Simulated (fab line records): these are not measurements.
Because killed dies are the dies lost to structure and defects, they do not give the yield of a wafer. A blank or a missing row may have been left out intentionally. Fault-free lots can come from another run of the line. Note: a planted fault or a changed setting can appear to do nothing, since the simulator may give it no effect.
Matching of chambers | flow n5-finfet | N5_BEOL_M6_DESCUM_33 on rie-diel-01: 4 sister chambers
The step chemistry O2, time 7 s. 16 wafers are shown with their chamber, then 8 later ones without.

## WAFERS PAIRED WITH THEIR CHAMBERS
wafer  | chamber | showerhead-plenum-p-Torr (Torr) | throttle-valve-pct (%) | drypump-motor-current-A (A)
L075.1 | 2       | 2.18                            | 20.67                  | 6.1
L075.2 | 1       | 2.05                            | 20.35                  | 5.9
L075.3 | 3       | 2.17                            | 21.01                  | 5.2
L075.4 | 0       | 2.03                            | 20.43                  | 5.1
L075.5 | 1       | 2.05                            | 20.34                  | 5.9
L075.6 | 0       | 2.03                            | 20.42                  | 5.2
L079.1 | 3       | 2.17                            | 21.03                  | 5.2
L079.3 | 2       | 2.18                            | 20.70                  | 6.1
L079.5 | 1       | 2.05                            | 20.36                  | 5.9
L081.1 | 0       | 2.03                            | 20.43                  | 5.1
L081.3 | 3       | 2.17                            | 21.02                  | 5.3
L081.5 | 2       | 2.18                            | 20.69                  | 6.1
L082.2 | 0       | 2.03                            | 20.44                  | 5.1
L082.3 | 3       | 2.17                            | 21.04                  | 5.3
L082.5 | 3       | 2.17                            | 21.02                  | 5.3
L091.1 | 1       | 2.04                            | 20.39                  | 5.9

SIGNATURES (means of the wafers above)
reading                  | chamber 0 | chamber 1 | chamber 2 | chamber 3 | scatter within a chamber
showerhead-plenum-p-Torr | 2.0300    | 2.0475    | 2.1800    | 2.1700    | 0.0025
throttle-valve-pct       | 20.4300   | 20.3600   | 20.6867   | 21.0240   | 0.0147
drypump-motor-current-A  | 5.125     | 5.900     | 6.100     | 5.260     | 0.0403
Rule: for each reading, subtract the chamber's mean from the wafer's reading, divide by that reading's scatter and square the result; add these up over the readings and take the root, which gives the wafer's distance from the chamber. If the next closest chamber is less than 2 further off than the closest, the wafer can't be placed; otherwise it belongs to the closest. The scatter is the square root of a quotient: the sum, over the shown wafers, of each reading's squared deviation from its chamber's mean, divided by wafers minus chambers.

## WAFERS MISSING THEIR CHAMBER
wafer  | showerhead-plenum-p-Torr (Torr) | throttle-valve-pct (%) | drypump-motor-current-A (A)
L091.2 | 2.17                            | 20.73                  | 6.1
L091.3 | 2.16                            | 21.06                  | 5.2
L091.4 | 2.02                            | 20.45                  | 5.1
L091.5 | 2.16                            | 21.07                  | 5.2
L091.6 | 2.17                            | 20.74                  | 6.1
L095.1 | 2.01                            | 20.49                  | 5.1
L095.2 | 2.04                            | 20.39                  | 5.9
L095.4 | 2.17                            | 20.76                  | 6.1

## WHICH CHAMBER EACH ONE RAN IN
wafer  | from the rows above | in truth
L091.2 | 2                   | 2
L091.3 | 3                   | 3
L091.4 | 0                   | 0
L091.5 | 3                   | 3
L091.6 | 2                   | 2
L095.1 | 0                   | 0
L095.2 | 1                   | 1
L095.4 | 2                   | 2
Correct placement for 8 of the 8. Left unplaced by these rows: 0. Wrongly placed: 0.
